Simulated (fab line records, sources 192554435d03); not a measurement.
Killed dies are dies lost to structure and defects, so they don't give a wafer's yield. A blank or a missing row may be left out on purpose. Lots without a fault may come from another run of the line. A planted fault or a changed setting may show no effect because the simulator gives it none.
Tool commonality check | flow n5_finfet | 8 lots, 24 wafers sampled

WHY IT WAS OPENED
At N5_FIN_SAQP_INSPECT_40 the reading raw_defect_count is flagged on 3 of 8 lots. Wafers without a fault read 189, standard deviation 47.
Rule: a lot is flagged when every wafer of it that has a number lies more than 4 standard deviations from that mean, or none has a number. The other lots count as sound.

lot  | measured    | on                | raw_defect_count, wafer by wafer | flag
L707 | day 2 07:53 | defect_inspect-01 | 156 153 135                      |
L713 | day 3 21:22 | defect_inspect-01 | 717 725 797                      | FLAGGED
L714 | day 4 02:56 | defect_inspect-01 | 844 810 777                      | FLAGGED
L715 | day 4 09:19 | defect_inspect-01 | 746 793 785                      | FLAGGED
L716 | day 4 14:48 | defect_inspect-02 | 158 278 206                      |
L723 | day 6 09:09 | defect_inspect-02 | 281 169 176                      |
L727 | day 7 08:02 | defect_inspect-02 | 173 204 196                      |
L729 | day 7 20:50 | defect_inspect-02 | 124 154 139                      |
The numbers of the flagged lots are 777 on average: +588 against the usual, or +13 standard deviations.

WHICH TOOL RAN EACH LOT
The record holds 4 process steps before the reading, out of a route of 1938 steps. In each cell: the tool, then ch and the chambers that the sampled wafers went through, then the start.
lot  | flag    | N5_FIN_SAQP_MANDREL_ETCH_58     | N5_FIN_SAQP_HM_OPEN_33            | N5_FIN_SAQP_STRIP_77              | N5_FIN_SAQP_HM_CD_35
L707 |         | rie_si-03 ch 1,2, day 2 05:50   | rie_diel-01 ch 2,3, day 2 07:21   | rie_diel-01 ch 2,3, day 2 07:26   | cd_sem-03, day 2 07:34
L713 | FLAGGED | rie_si-03 ch 0,1,2, day 3 19:12 | rie_diel-01 ch 0,2,3, day 3 20:47 | rie_diel-01 ch 0,2,3, day 3 20:53 | cd_sem-01, day 3 21:01
L714 | FLAGGED | rie_si-03 ch 1,2,3, day 4 00:55 | rie_diel-01 ch 1,2,3, day 4 02:24 | rie_diel-01 ch 1,2,3, day 4 02:29 | cd_sem-01, day 4 02:37
L715 | FLAGGED | rie_si-03 ch 0,1,2, day 4 07:19 | rie_diel-01 ch 1,2,3, day 4 08:47 | rie_diel-01 ch 1,2,3, day 4 08:52 | cd_sem-01, day 4 08:59
L716 |         | rie_si-06 ch 0,1,2, day 4 12:49 | rie_diel-01 ch 0,1,2, day 4 14:16 | rie_diel-01 ch 0,1,2, day 4 14:21 | cd_sem-02, day 4 14:29
L723 |         | rie_si-01 ch 1,2,3, day 6 07:02 | rie_diel-01 ch 0,2,3, day 6 08:37 | rie_diel-01 ch 0,2,3, day 6 08:42 | cd_sem-02, day 6 08:50
L727 |         | rie_si-06 ch 0,1, day 7 05:59   | rie_diel-01 ch 0,1, day 7 07:31   | rie_diel-01 ch 0,1, day 7 07:36   | cd_sem-01, day 7 07:43
L729 |         | rie_si-06 ch 0,1, day 7 18:54   | rie_diel-01 ch 0,2,3, day 7 20:18 | rie_diel-01 ch 0,2,3, day 7 20:23 | cd_sem-01, day 7 20:32
What these steps do:
- N5_FIN_SAQP_MANDREL_ETCH_58: etches a-Si in HBr/Cl2, stops on SiNx, target depth 45 nm, bt time 10 s, time 27 s.
- N5_FIN_SAQP_HM_OPEN_33: chemistry CH3F/O2, target SiNx, target depth 49.4 nm, time 70.6 s.
- N5_FIN_SAQP_STRIP_77: strips in N2/H2, time 90 s.
- N5_FIN_SAQP_HM_CD_35: target cd 8 nm.
- N5_FIN_SAQP_INSPECT_40: inspects for defects (brightfield).

FLAGGED OVER TOTAL, TOOL BY TOOL (the gauges that took the reading come last)
step                        | tool              | lots run | flagged | share of the flagged lots | sound lots run after its first flagged lot
N5_FIN_SAQP_MANDREL_ETCH_58 | rie_si-01         | 1        | 0       | none                      | -
N5_FIN_SAQP_MANDREL_ETCH_58 | rie_si-03         | 4        | 3       | all                       | 0
N5_FIN_SAQP_MANDREL_ETCH_58 | rie_si-06         | 3        | 0       | none                      | -
N5_FIN_SAQP_HM_OPEN_33      | rie_diel-01       | 8        | 3       | all                       | 4 (L716,L723,L727,L729)
N5_FIN_SAQP_STRIP_77        | rie_diel-01       | 8        | 3       | all                       | 4 (L716,L723,L727,L729)
N5_FIN_SAQP_HM_CD_35        | cd_sem-01         | 5        | 3       | all                       | 2 (L727,L729)
N5_FIN_SAQP_HM_CD_35        | cd_sem-02         | 2        | 0       | none                      | -
N5_FIN_SAQP_HM_CD_35        | cd_sem-03         | 1        | 0       | none                      | -
N5_FIN_SAQP_INSPECT_40      | defect_inspect-01 | 4        | 3       | all                       | 0
N5_FIN_SAQP_INSPECT_40      | defect_inspect-02 | 4        | 0       | none                      | -

WHAT THE TABLE ALLOWS
5 rows of the table ran every flagged lot: rie_si-03 at N5_FIN_SAQP_MANDREL_ETCH_58, rie_diel-01 at N5_FIN_SAQP_HM_OPEN_33, rie_diel-01 at N5_FIN_SAQP_STRIP_77, cd_sem-01 at N5_FIN_SAQP_HM_CD_35, defect_inspect-01 at N5_FIN_SAQP_INSPECT_40.
- rie_si-03 at N5_FIN_SAQP_MANDREL_ETCH_58: 3 of its 4 lots flagged. Its last sound lot is L707 (day 2 05:50), its first flagged lot L713 (day 3 19:12): a fault that began between those two fits.
- rie_diel-01 at N5_FIN_SAQP_HM_OPEN_33: 3 of its 8 lots flagged. Sound lots ran on it after the first flagged one (L716, L723, L727, L729), which a lasting fault on the whole tool wouldn't allow.
- rie_diel-01 at N5_FIN_SAQP_STRIP_77: 3 of its 8 lots flagged. Sound lots ran on it after the first flagged one (L716, L723, L727, L729), which a lasting fault on the whole tool wouldn't allow. On the flagged lots its readings are blank where sound lots have values: bias_power_w, chamber_pressure_mTorr, drypump_motor_current_A, oes_product_au and 3 more.
- cd_sem-01 at N5_FIN_SAQP_HM_CD_35: 3 of its 5 lots flagged. Sound lots ran on it after the first flagged one (L727, L729), which a lasting fault on the whole tool wouldn't allow.
- defect_inspect-01 at N5_FIN_SAQP_INSPECT_40: 3 of its 4 lots flagged. Its last sound lot is L707 (day 2 07:53), its first flagged lot L713 (day 3 21:22): a fault that began between those two fits.
Counting lots can't tell these 2 tools apart, because each fits a fault that began at some hour. More lots, or a look at what each step does to the wafer, might.

WHAT THE SIMULATOR HAD PUT IN
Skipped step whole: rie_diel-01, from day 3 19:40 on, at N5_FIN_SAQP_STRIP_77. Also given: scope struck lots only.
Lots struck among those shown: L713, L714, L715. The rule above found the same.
